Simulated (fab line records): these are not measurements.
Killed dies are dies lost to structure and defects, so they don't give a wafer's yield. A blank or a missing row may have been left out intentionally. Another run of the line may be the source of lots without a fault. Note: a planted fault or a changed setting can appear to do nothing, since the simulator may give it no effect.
fab line records	flow n5Finfet	part 2 of 2: steps 5 to 6 of 6
record: lots: 24	wafers: 72	lastDay: 18
route steps=1938 shown MOL_CONTACT_COAG@531
lots with no fault: from the same line, run without faults
startH: hours from the record's first day to the start of the lot's first wafer shown	waitH: time in hours since the lot's previous step	" repeats the value in the row above	L1.1+2: several wafers, shown together as one row	- either no value or no given start	* or withheld: withheld	< > ~ a bound
route shown NAME@n: names a module that has steps shown in the file, with the first one's number in the route	usual: average and standard deviation across the fault-free wafers	same: alike in all rows	chamber/n: place in a boat	sites: readings site by site	_std_site: the standard deviation of these	_edge_site: the outer-site mean with the inner-site mean subtracted	radiusMm: for every site, how far away it sits from the centre of the wafer	mask NAME#n: copy n	behind: the last tool/chamber to shape the wafer	hold: why the lot was held/for how many hours/how that ended	device: the n, p or np transistor that did not switch	end of line: the same wafers' tests at the end of the route	step lacking rows: just its recipe	killed: the dies lost at the first sort to structure and to defects; this is not the yield of the wafer	map: the dies of a wafer, with x for killed, . for not killed, _ for no die there
set.NAME: the setting as run; set.NAME@STEP: as run at that earlier step	model.NAME: the simulator's own value behind a step, which no gauge read
one table for each step of the route and one row for each wafer, over a sample of lots
services: from which hour (startH, from the record's first day; less than 0 if before it) a tool's chamber was out of use, for how many hours, and why
== steps ==
step: N5_MOL_CONTACT_COAG_CMP_23
recipe: stopOn: SiO2	tOverpolishS: 1.5	postCmpClean: cuAlkaline	downForcePsi: 2	platenRpm: 50.289	padVelocityMS: 1.0006	targetThkNm: 0
usual: edgeZonePressureFrac: 0.999/0.0044	motorCurrentA: 8.0/0.9	overpolishRunS: 1.501/0.0089	padLifeWafers: 1213/680	platenRpm: 50.29/0.034	timeToEndpointS: 9.1/2.6
lot.wafer	tool	chamber	startH	waitH	edgeZonePressureFrac	motorCurrentA	overpolishRunS	padLifeWafers	platenRpm	timeToEndpointS
L074.4	cmp-01	1	100.93	0.1	0.999	6.7	1.501	1724	50.28	9.1
L074.6	"	3	"	"	1.011	8.0	1.491	-	50.24	6.1
L074.5	"	0	"	"	0.996	6.8	1.503	-	50.28	10.3
L076.4	cmp-01	0	111.83	0.0	0.995	6.6	1.498	1812	50.32	7.3
L076.2	"	1	"	"	0.998	7.3	1.489	1813	50.33	9.7
L076.6	"	1	"	"	0.997	6.9	1.489	-	50.28	6.1
L075.2	cmp-01	3	112.12	0.0	1.006	8.4	1.506	1818	50.33	8.1
L075.3	"	1	"	"	0.994	7.2	1.501	1820	50.37	7.8
L075.4	"	2	"	"	0.998	7.7	1.497	1821	50.32	10.3
L077.4	cmp-04	3	114.69	0.1	0.998	8.0	1.491	1141	50.32	7.0
L077.3	"	0	"	"	0.993	8.2	1.496	1142	50.32	6.6
L077.5	"	3	"	"	0.994	8.2	1.503	-	50.31	7.0
L078.4	cmp-04	0	127.67	0.1	0.997	7.9	1.507	1267	50.31	8.3
L078.3	"	2	"	"	1.004	7.9	1.499	1269	50.25	9.1
L078.5	"	0	"	"	0.999	8.2	1.499	-	50.24	8.8
L079.1	cmp-03	1	134.33	0.1	1.002	8.6	1.507	1370	50.28	10.0
L079.4	"	2	"	"	0.999	9.8	1.491	1371	50.26	3.5
L079.6	"	3	"	"	0.998	6.4	1.489	-	50.35	7.9
L080.1	cmp-04	2	136.88	0.1	1.000	7.9	1.480	1363	50.26	11.1
L080.3	"	3	"	"	1.001	7.8	1.519	1364	50.32	11.0
L080.4	"	0	"	"	0.996	8.0	1.504	1365	50.22	11.4
L083.2	cmp-03	0	154.98	0.0	0.995	9.2	1.501	1584	50.32	9.3
L083.4	"	3	"	"	0.999	6.5	1.499	1587	50.28	8.1
L083.5	"	1	"	"	1.001	8.0	1.515	-	50.29	7.4
L081.2	cmp-01	1	158.11	0.0	1.000	6.7	1.494	42	50.26	8.1
L081.4	"	0	"	"	1.007	7.0	1.507	45	50.25	8.0
L081.6	"	2	"	"	0.996	7.4	1.500	-	50.24	9.9
L084.4	cmp-03	0	158.60	0.0	0.996	8.8	1.484	1614	50.30	13.0
L084.2	"	3	"	"	1.000	6.6	1.523	1617	50.26	8.7
L084.5	"	1	"	"	1.001	8.6	1.501	-	50.29	8.8
L082.1	cmp-03	2	159.07	0.0	0.996	9.8	1.495	1620	50.33	7.3
L082.4	"	3	"	"	1.003	6.9	1.505	1621	50.30	11.0
L082.6	"	3	"	"	0.998	6.6	1.504	-	50.30	11.5
L085.4	cmp-04	3	166.48	0.0	1.006	8.2	1.504	1614	50.31	11.7
L085.2	"	1	"	"	1.000	9.0	1.503	1616	50.37	12.5
L085.6	"	0	"	"	1.002	7.7	1.506	-	50.29	8.2
L086.4	cmp-01	1	166.67	0.1	0.989	7.3	1.510	117	50.29	8.3
L086.5	"	2	"	"	0.994	7.7	1.505	-	50.31	14.1
L086.6	"	3	"	"	1.004	8.3	1.498	-	50.34	9.1
L087.4	cmp-03	1	177.29	0.0	0.998	8.1	1.504	1764	50.28	9.3
L087.5	"	1	"	"	1.001	8.1	1.496	-	50.34	8.5
L087.6	"	2	"	"	1.006	9.2	1.509	-	50.32	6.7
L088.2	cmp-01	2	178.96	0.1	1.001	7.7	1.504	223	50.28	13.9
L088.1	"	3	"	"	0.993	8.2	1.518	224	50.28	10.3
L088.6	"	2	"	"	0.999	7.6	1.504	-	50.28	14.3
L089.1	cmp-01	2	185.92	0.0	0.994	7.4	1.497	282	50.30	8.0
L089.3	"	0	"	"	0.992	7.0	1.486	284	50.25	3.8
L089.5	"	3	"	"	0.995	7.8	1.498	-	50.26	3.0
L090.3	cmp-03	3	191.99	0.0	0.995	7.0	1.505	1902	50.26	11.1
L090.2	"	1	"	"	0.994	8.5	1.505	1904	50.28	8.9
L090.4	"	2	"	"	0.994	9.3	1.499	1905	50.32	5.5
L091.1	cmp-04	0	196.00	0.0	1.002	7.9	1.508	1860	50.21	9.7
L091.5	"	0	"	"	0.999	8.1	1.524	-	50.29	10.5
L091.6	"	1	"	"	0.997	9.2	1.500	-	50.31	12.5
L092.1	cmp-03	1	203.76	0.0	1.000	7.9	1.487	1986	50.23	8.2
L092.3	"	0	"	"	1.005	9.6	1.505	1989	50.21	10.9
L092.6	"	1	"	"	1.001	7.7	1.503	-	50.29	11.9
L093.1	cmp-04	3	214.14	0.0	1.004	7.9	1.501	2034	50.29	14.5
L093.3	"	2	"	"	1.001	8.2	1.493	2037	50.27	15.4
L093.5	"	0	"	"	1.003	8.3	1.492	-	50.25	16.2
L094.1	cmp-03	3	219.28	0.0	0.994	6.5	1.496	36	50.27	8.6
L094.2	"	0	"	"	1.001	9.0	1.489	37	50.35	8.8
L094.5	"	3	"	"	0.995	7.1	1.486	-	50.31	7.4
L095.3	cmp-01	2	222.89	0.1	1.007	7.9	1.511	573	50.31	9.3
L095.6	"	3	"	"	0.990	8.5	1.497	-	50.27	6.9
L095.5	"	0	"	"	1.005	6.8	1.509	-	50.29	8.1
L096.1	cmp-01	3	231.21	0.2	1.004	8.4	1.491	638	50.25	5.6
L096.3	"	0	"	"	0.998	7.1	1.508	639	50.36	5.2
L096.5	"	2	"	"	0.992	7.6	1.505	-	50.27	8.0
L097.3	cmp-01	3	240.53	0.0	1.004	7.8	1.506	708	50.34	7.6
L097.4	"	0	"	"	0.999	6.6	1.512	709	50.31	6.1
L097.2	"	1	"	"	1.006	7.1	1.486	710	50.31	7.9
step: N5_MOL_CONTACT_COAG_ALD_131
recipe: material: SiO2	targetThkA: 50	tempC: 100	aldPrecursorFamily: BDEAS	aldCoReactant: O2-plasma	pulseTimeS: 1	coReactantPulseTimeS: 1	purgeTimeS: 2	coReactantPurgeTimeS: 2	aldCycles: 35	pressureTorr: 2
usual: heaterPowerW: 75/6.9	precursorPulseHeightRel: 1.001/0.02
lot.wafer	tool	chamber	startH	waitH	heaterPowerW	precursorPulseHeightRel
L074.4	aldSin-02	0	104.98	0.1	67	1.004
L074.5	"	1	"	"	89	1.004
L074.6	"	2	"	"	69	1.002
L076.2	aldSin-03	1	115.72	0.1	67	1.032
L076.4	"	0	"	"	67	0.996
L076.6	"	1	"	"	66	0.983
L075.2	aldSin-03	0	116.09	0.2	66	0.975
L075.3	"	1	"	"	67	1.016
L075.4	"	3	"	"	80	1.010
L077.3	aldSin-04	0	118.67	0.1	74	1.010
L077.4	"	3	"	"	80	1.032
L077.5	"	1	"	"	83	1.022
L078.3	aldSin-02	0	132.55	0.1	68	0.990
L078.4	"	3	"	"	69	1.001
L078.5	"	0	"	"	66	1.019
L079.1	aldSin-02	2	139.44	0.1	68	0.996
L079.4	"	1	"	"	88	0.997
L079.6	"	2	"	"	70	1.017
L080.1	aldSin-04	1	142.78	0.1	86	0.968
L080.3	"	2	"	"	75	0.990
L080.4	"	0	"	"	76	1.007
L083.2	aldSin-04	3	160.12	0.8	77	0.944
L083.4	"	1	"	"	85	0.983
L083.5	"	2	"	"	76	1.032
L081.2	aldSin-04	1	163.80	0.3	81	1.023
L081.4	"	3	"	"	77	0.987
L081.6	"	3	"	"	77	1.027
L084.2	aldSin-04	3	164.65	0.6	77	1.025
L084.4	"	1	"	"	86	0.992
L084.5	"	1	"	"	84	0.985
L082.1	aldSin-04	3	164.80	0.3	79	0.996
L082.4	"	2	"	"	77	1.032
L082.6	"	1	"	"	87	0.993
L085.2	aldSin-02	1	173.17	1.5	89	0.973
L085.4	"	0	"	"	67	1.023
L085.6	"	2	"	"	69	1.001
L086.4	aldSin-02	1	174.86	0.1	90	0.991
L086.5	"	0	"	"	67	0.975
L086.6	"	3	"	"	71	0.977
L087.4	aldSin-03	3	182.28	0.1	82	0.995
L087.5	"	3	"	"	79	0.998
L087.6	"	2	"	"	68	1.000
L088.1	aldSin-03	2	185.68	1.5	69	0.935
L088.2	"	0	"	"	65	0.983
L088.6	"	2	"	"	70	0.989
L089.1	aldSin-02	0	191.25	0.2	65	1.010
L089.3	"	3	"	"	72	0.988
L089.5	"	0	"	"	68	0.995
L090.2	aldSin-04	3	195.91	0.1	78	1.000
L090.3	"	2	"	"	76	1.029
L090.4	"	0	"	"	73	0.965
L091.1	aldSin-04	0	199.83	0.1	74	0.983
L091.5	"	3	"	"	78	0.985
L091.6	"	0	"	"	74	1.005
L092.1	aldSin-04	2	207.83	0.2	77	0.995
L092.3	"	3	"	"	80	1.006
L092.6	"	3	"	"	78	0.979
L093.1	aldSin-04	0	218.16	0.1	75	1.026
L093.3	"	2	"	"	75	1.031
L093.5	"	2	"	"	75	0.976
L094.1	aldSin-03	3	223.10	0.1	78	0.985
L094.2	"	0	"	"	67	1.000
L094.5	"	1	"	"	67	1.016
L095.3	aldSin-03	3	227.18	0.1	80	0.994
L095.5	"	3	"	"	77	0.998
L095.6	"	2	"	"	71	1.007
L096.1	aldSin-02	2	237.41	0.1	71	1.016
L096.3	"	3	"	"	72	1.019
L096.5	"	1	"	"	84	0.991
L097.2	aldSin-03	2	244.34	0.1	71	1.008
L097.3	"	1	"	"	68	0.986
L097.4	"	0	"	"	66	0.989
== services ==
tool	chamber	startH	hours	kind
rieDiel-01	1	81.67	5.2	repair
rieDiel-02	2	82.00	6.6	repair
rieDiel-01	-	85.27	0.6	repair
rieDiel-06	3	86.01	8.5	repair
rieDiel-02	1	87.60	7.7	repair
rieDiel-02	1	101.25	2.7	repair
cmp-03	-	123.44	5.9	pm
rieDiel-06	-	127.99	14.6	pm
cmp-01	-	145.49	4.0	pm
aldSin-03	-	160.47	14.6	pm
pvdSputter-03	-	160.97	3.8	repair
aldSin-02	-	176.75	14.0	pm
aldSin-04	2	182.34	1.5	repair
rieDiel-01	1	191.40	6.2	repair
pvdSputter-01	-	196.31	1.0	repair
rieDiel-06	2	200.16	11.6	repair
cmp-03	-	207.55	0.8	repair
cmp-01	-	211.13	4.0	repair
cmp-03	-	211.29	4.0	pm
cmp-04	-	216.75	7.7	pm
aldSin-03	2	222.55	1.7	repair
aldSin-04	-	228.06	6.1	pm
rieDiel-06	1	236.41	28.9	repair
rieDiel-01	-	239.89	2.8	pm
